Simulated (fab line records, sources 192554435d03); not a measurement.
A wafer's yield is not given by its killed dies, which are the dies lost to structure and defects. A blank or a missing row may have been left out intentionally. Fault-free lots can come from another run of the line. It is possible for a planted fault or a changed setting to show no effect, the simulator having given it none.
Matching of chambers :: flow n5Finfet :: N5_MOL_CONTACT_COAG_ETCHBACK_134 on rieDiel-04: 4 sister chambers
The step etches SiO2 in CHF3, target depth 10 nm, time 6.7 s. 4 wafers are shown with their chamber, then 7 later ones without.

WAFERS PAIRED WITH THEIR CHAMBERS
wafer: L077.4
chamber: 0
rfVppV (V): 551

wafer: L087.4
chamber: 2
rfVppV (V): 524

wafer: L094.4
chamber: 1
rfVppV (V): 516

wafer: L094.5
chamber: 3
rfVppV (V): 506

WAFERS MISSING THEIR CHAMBER
wafer: L094.6
rfVppV (V): 525

wafer: L095.2
rfVppV (V): 552

wafer: L095.4
rfVppV (V): 507

wafer: L095.5
rfVppV (V): 552

wafer: L096.2
rfVppV (V): 550

wafer: L096.3
rfVppV (V): 525

wafer: L096.4
rfVppV (V): 515

THE CHAMBER EACH PASSED THROUGH
wafer: L094.6
from the rows above: 2
in truth: 2

wafer: L095.2
from the rows above: 0
in truth: 0

wafer: L095.4
from the rows above: 3
in truth: 3

wafer: L095.5
from the rows above: 0
in truth: 0

wafer: L096.2
from the rows above: 0
in truth: 0

wafer: L096.3
from the rows above: 2
in truth: 2

wafer: L096.4
from the rows above: 1
in truth: 1
Correct placement for 7 of the 7. Left unplaced by these rows: 0. 0 placed wrongly.
How it was worked out, from the rows above alone: a wafer's distance from a chamber is the root of the sum, over the readings, of the square of ((its reading less the chamber's mean) divided by the reading's scatter). The wafer belongs to the nearest chamber; if the next one is less than 2 further off, it can't be placed. For every chamber, the mean is computed from those of its wafers that are shown. The scatter (one wafer shown for each chamber): square how far every hidden wafer sits from the nearest shown wafer, average those squares and take the square root.
